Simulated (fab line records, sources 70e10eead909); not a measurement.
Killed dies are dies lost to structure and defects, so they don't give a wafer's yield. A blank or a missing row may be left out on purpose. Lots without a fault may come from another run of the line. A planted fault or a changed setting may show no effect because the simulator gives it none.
fab line records | flow nand_harc | part 2 of 2: steps 22 to 29 of 29
record lots=5 wafers=15 last_day=33
route steps=1302 shown A_CHANNEL_HOLE_D1@454
lots that met no fault: from a run of the same line without faults
start_h: hours from the record's first day to the start of the lot's first wafer shown | wait_h: hours since the lot's step before | " the same as in the row above | L1.1+2: a row that stands for several wafers | - no value, or no start given | * or withheld: withheld | < > ~ a bound
route shown NAME@n: a module of which the file shows steps, and the number in the route of the first | usual: mean/standard deviation of fault-free wafers | same: alike in all rows | chamber/n: place in a boat | sites: the reading at each site | _std_site: their standard deviation | _edge_site: outer sites' mean less inner sites' | radius_mm: how far each site lies from the wafer's centre | mask NAME#n: copy n | behind: the tool/chamber that last shaped the wafer | hold: why the lot was held/for how many hours/how that ended | device: the transistor (n, p or np) that didn't switch | end of line: the same wafers' tests at the end of the route | a step without rows: its recipe alone | killed: dies lost to structure and defects at the first sort, not the wafer's yield | map: a wafer's dies, x killed, . not, _ none there
set.NAME: the setting as run; set.NAME@STEP: as run at that earlier step | model.NAME: the simulator's own value behind a step, which no gauge read
lots at some steps of the route; a table a step, a row a wafer
services: from which hour (start_h, from the record's first day; less than 0 if before it) a tool's chamber was out of use, for how many hours, and why
## steps
# step NHARC_A_CHANNEL_HOLE_D1_ETCH_23
# recipe bias_v=5000 source_w=withheld pressure_mtorr=20 time_s=819 ar_flow_sccm=375 c4f8_flow_sccm=89.3 o2_flow_sccm=35.7 temp_c=-20 target_depth_a=16000 chemistry=C4F8/O2/Ar
# usual drypump_motor_current_A=5.9/0.48 showerhead_plenum_p_Torr=3.64/0.14 throttle_valve_pct=32.154/0.0084
# columns lot.wafer tool chamber start_h wait_h drypump_motor_current_A rf_hours_counter_h showerhead_plenum_p_Torr throttle_valve_pct
L079.1 har_etch-02 1 230.99 0.5 6.4 323 3.75 32.158
L079.4 " 0 " " 5.1 - 3.40 32.148
L079.5 " 1 " " 6.4 - 3.75 32.135
L085.3 har_etch-02 1 300.62 1.0 6.4 - 3.74 32.145
L085.4 " 1 " " 6.4 - 3.74 32.150
L085.5 " 1 " " 6.4 - 3.74 32.157
L087.1 har_etch-01 0 331.73 0.5 5.7 172 3.62 32.151
L087.2 " 1 " " 6.1 172 3.59 32.150
L087.6 " 1 " " 6.1 - 3.59 32.150
L096.1 har_etch-02 1 408.43 0.5 6.4 5 3.71 32.155
L096.2 " 0 " " 5.1 5 3.91 32.150
L096.3 " 0 " " 5.1 - 3.91 32.159
L097.1 har_etch-01 1 420.65 0.5 6.1 230 3.56 32.154
L097.2 " 0 " " 5.7 230 3.59 32.158
L097.6 " 0 " " 5.7 - 3.59 32.161
# step NHARC_A_CHANNEL_HOLE_D1_ETCH_24
# recipe bias_v=5000 source_w=withheld pressure_mtorr=20 time_s=906.2 ar_flow_sccm=375 c4f8_flow_sccm=93.8 o2_flow_sccm=31.2 temp_c=-20 target_depth_a=15000 chemistry=C4F8/O2/Ar
# usual drypump_motor_current_A=5.9/0.48 showerhead_plenum_p_Torr=3.63/0.14 throttle_valve_pct=32.235/0.0089
# columns lot.wafer tool chamber start_h wait_h drypump_motor_current_A rf_hours_counter_h showerhead_plenum_p_Torr throttle_valve_pct
L079.1 har_etch-02 1 231.70 0.6 6.4 324 3.75 32.249
L079.4 " 0 " " 5.1 - 3.40 32.234
L079.5 " 1 " " 6.4 - 3.75 32.230
L085.3 har_etch-02 1 302.08 1.2 6.4 - 3.73 32.237
L085.4 " 1 " " 6.4 - 3.73 32.248
L085.5 " 1 " " 6.4 - 3.73 32.241
L087.1 har_etch-01 0 332.42 0.6 5.8 173 3.62 32.222
L087.2 " 1 " " 6.1 173 3.58 32.214
L087.6 " 1 " " 6.1 - 3.58 32.238
L096.1 har_etch-02 1 409.12 0.6 6.4 6 3.70 32.235
L096.2 " 0 " " 5.1 6 3.90 32.241
L096.3 " 0 " " 5.1 - 3.90 32.229
L097.1 har_etch-01 1 421.34 0.6 6.1 230 3.55 32.222
L097.2 " 0 " " 5.7 230 3.59 32.238
L097.6 " 0 " " 5.7 - 3.59 32.229
# step NHARC_A_CHANNEL_HOLE_D1_ETCH_25
# recipe bias_v=5000 source_w=withheld pressure_mtorr=20 time_s=1040.2 ar_flow_sccm=375 c4f8_flow_sccm=93.8 o2_flow_sccm=31.2 temp_c=-20 target_depth_a=15000 chemistry=C4F8/O2/Ar
# usual drypump_motor_current_A=5.9/0.48 showerhead_plenum_p_Torr=3.63/0.14 throttle_valve_pct=32.235/0.0081
# columns lot.wafer tool chamber start_h wait_h drypump_motor_current_A rf_hours_counter_h showerhead_plenum_p_Torr throttle_valve_pct
L079.1 har_etch-02 1 232.49 0.7 6.4 324 3.75 32.231
L079.4 " 0 " " 5.1 - 3.40 32.237
L079.5 " 1 " " 6.4 - 3.75 32.235
L085.3 har_etch-02 1 303.68 1.3 6.4 - 3.73 32.242
L085.4 " 1 " " 6.4 - 3.73 32.221
L085.5 " 1 " " 6.4 - 3.73 32.252
L087.1 har_etch-01 0 333.20 0.6 5.7 174 3.62 32.238
L087.2 " 1 " " 6.1 174 3.58 32.231
L087.6 " 1 " " 6.1 - 3.58 32.227
L096.1 har_etch-02 1 409.88 0.6 6.4 7 3.70 32.237
L096.2 " 0 " " 5.1 7 3.90 32.224
L096.3 " 0 " " 5.1 - 3.90 32.230
L097.1 har_etch-01 1 422.12 0.6 6.1 231 3.55 32.230
L097.2 " 0 " " 5.7 231 3.59 32.233
L097.6 " 0 " " 5.7 - 3.58 32.231
# step NHARC_A_CHANNEL_HOLE_D1_ETCH_26
# recipe bias_v=300 source_w=2000 pressure_mtorr=30 time_s=224.1 ar_flow_sccm=375 c4f8_flow_sccm=11.4 o2_flow_sccm=113.6 temp_c=-20 target_depth_a=3000 chemistry=C4F8/O2/Ar
# usual drypump_motor_current_A=5.9/0.48 showerhead_plenum_p_Torr=3.68/0.14 throttle_valve_pct=24.583/0.0097
# columns lot.wafer tool chamber start_h wait_h drypump_motor_current_A rf_hours_counter_h showerhead_plenum_p_Torr throttle_valve_pct
L079.1 har_etch-02 1 233.27 0.6 6.4 325 3.80 24.584
L079.4 " 0 " " 5.1 - 3.43 24.586
L079.5 " 1 " " 6.4 - 3.80 24.589
L085.3 har_etch-02 1 304.97 1.0 6.4 - 3.78 24.589
L085.4 " 1 " " 6.4 - 3.78 24.596
L085.5 " 1 " " 6.4 - 3.78 24.591
L087.1 har_etch-01 0 334.07 0.7 5.7 175 3.66 24.594
L087.2 " 1 " " 6.1 175 3.62 24.572
L087.6 " 1 " " 6.1 - 3.62 24.592
L096.1 har_etch-02 1 410.76 0.7 6.4 8 3.75 24.597
L096.2 " 0 " " 5.1 8 3.96 24.585
L096.3 " 0 " " 5.1 - 3.96 24.584
L097.1 har_etch-01 1 423.00 0.7 6.1 232 3.59 24.600
L097.2 " 0 " " 5.7 232 3.63 24.591
L097.6 " 0 " " 5.8 - 3.63 24.564
# step NHARC_A_CHANNEL_HOLE_D1_ETCH_33
# recipe bias_v=400 source_w=2000 pressure_mtorr=25 time_s=90 ar_flow_sccm=375 c4f8_flow_sccm=41.7 o2_flow_sccm=83.3 temp_c=-20 target_depth_a=4000 chemistry=C4F8/O2/Ar
# usual drypump_motor_current_A=5.9/0.48 showerhead_plenum_p_Torr=3.68/0.14 throttle_valve_pct=27.619/0.0095
# columns lot.wafer tool chamber start_h wait_h drypump_motor_current_A rf_hours_counter_h showerhead_plenum_p_Torr throttle_valve_pct
L079.1 har_etch-02 1 233.47 0.2 6.4 325 3.79 27.632
L079.4 " 0 " " 5.1 - 3.43 27.609
L079.5 " 1 " " 6.4 - 3.79 27.616
L085.3 har_etch-02 1 305.36 0.3 6.4 - 3.78 27.620
L085.4 " 1 " " 6.4 - 3.78 27.601
L085.5 " 1 " " 6.4 - 3.78 27.629
L087.1 har_etch-01 0 334.27 0.2 5.7 175 3.66 27.619
L087.2 " 1 " " 6.1 175 3.62 27.624
L087.6 " 1 " " 6.1 - 3.62 27.616
L096.1 har_etch-02 1 410.96 0.2 6.4 8 3.75 27.616
L096.2 " 0 " " 5.1 8 3.95 27.617
L096.3 " 0 " " 5.1 - 3.95 27.619
L097.1 har_etch-01 1 423.20 0.2 6.1 232 3.59 27.609
L097.2 " 0 " " 5.7 232 3.62 27.620
L097.6 " 0 " " 5.7 - 3.62 27.639
# step NHARC_A_CHANNEL_HOLE_D1_STRIP_41
# recipe n2_flow_sccm=150 h2_flow_sccm=150 ar_flow_sccm=0 bias_w=0 chemistry=N2/H2
# columns lot.wafer tool chamber start_h wait_h
L079.4+1+5 rie_diel-02 0,2,0 233.97 0.4
L085.3+4+5 rie_diel-12 3,1,3 305.96 0.5
L087.1+2+6 rie_diel-13 3,1,3 334.80 0.5
L096.3+2+1 rie_diel-13 0,1,2 411.50 0.4
L097.1+2+6 rie_diel-12 3,2,0 423.73 0.5
# step NHARC_A_CHANNEL_HOLE_D1_STRIP_42
# recipe cf4_flow_sccm=100 chf3_flow_sccm=30 ar_flow_sccm=0 bias_w=0 chemistry=CF4/CHF3
# columns lot.wafer tool chamber start_h wait_h
L079.4+1+5 rie_diel-02 3,0,3 234.06 0.1
L085.3+4+5 rie_diel-12 0,1,1 306.05 0.1
L087.2+1+6 rie_diel-13 2,1,2 334.94 0.1
L096.3+2+1 rie_diel-13 0,2,3 411.58 0.1
L097.2+1+6 rie_diel-12 1,2,3 423.83 0.1
# step NHARC_A_CHANNEL_HOLE_D1_STRIP_43
# recipe o2_flow_sccm=400 cos_flow_sccm=20 ar_flow_sccm=0 bias_w=0 chemistry=O2/COS
# columns lot.wafer tool chamber start_h wait_h
L079.1+4+5 rie_diel-02 2,3,1 234.13 0.1
L085.3+4+5 rie_diel-12 0,2,3 306.12 0.1
L087.2+1+6 rie_diel-13 1,3,1 335.01 0.1
L096.1+3+2 rie_diel-13 2,0,1 411.64 0.0
L097.2+1+6 rie_diel-12 1,3,0 423.89 0.1
## services
# columns tool chamber start_h hours kind
rie_diel-02 - 216.70 9.0 pm
rie_diel-13 1 219.09 2.7 repair
arfi_scanner-02 - 225.28 0.3 repair
rie_diel-13 2 232.47 8.2 repair
arfi_scanner-03 - 240.18 0.8 repair
rie_diel-12 3 247.09 7.3 repair
rie_diel-13 3 248.59 4.6 repair
arfi_scanner-01 - 252.00 4.0 pm
rie_diel-12 - 268.51 9.0 pm
arfi_scanner-02 - 300.74 1.1 repair
arfi_scanner-02 - 312.00 4.0 pm
litho_track-01 - 330.00 7.0 pm
arfi_scanner-03 - 332.82 0.4 repair
arfi_scanner-01 - 340.97 2.9 repair
rie_diel-13 - 342.81 9.0 pm
litho_track-06 - 354.00 7.0 pm
arfi_scanner-01 - 366.27 4.0 repair
arfi_scanner-03 - 368.00 4.0 pm
rie_diel-13 2 377.69 21.4 repair
litho_track-04 - 378.00 7.0 pm
har_etch-02 - 380.63 17.0 pm
rie_diel-02 - 393.70 9.0 pm
rie_diel-02 0 404.34 6.9 repair
arfi_scanner-03 - 408.27 0.4 repair
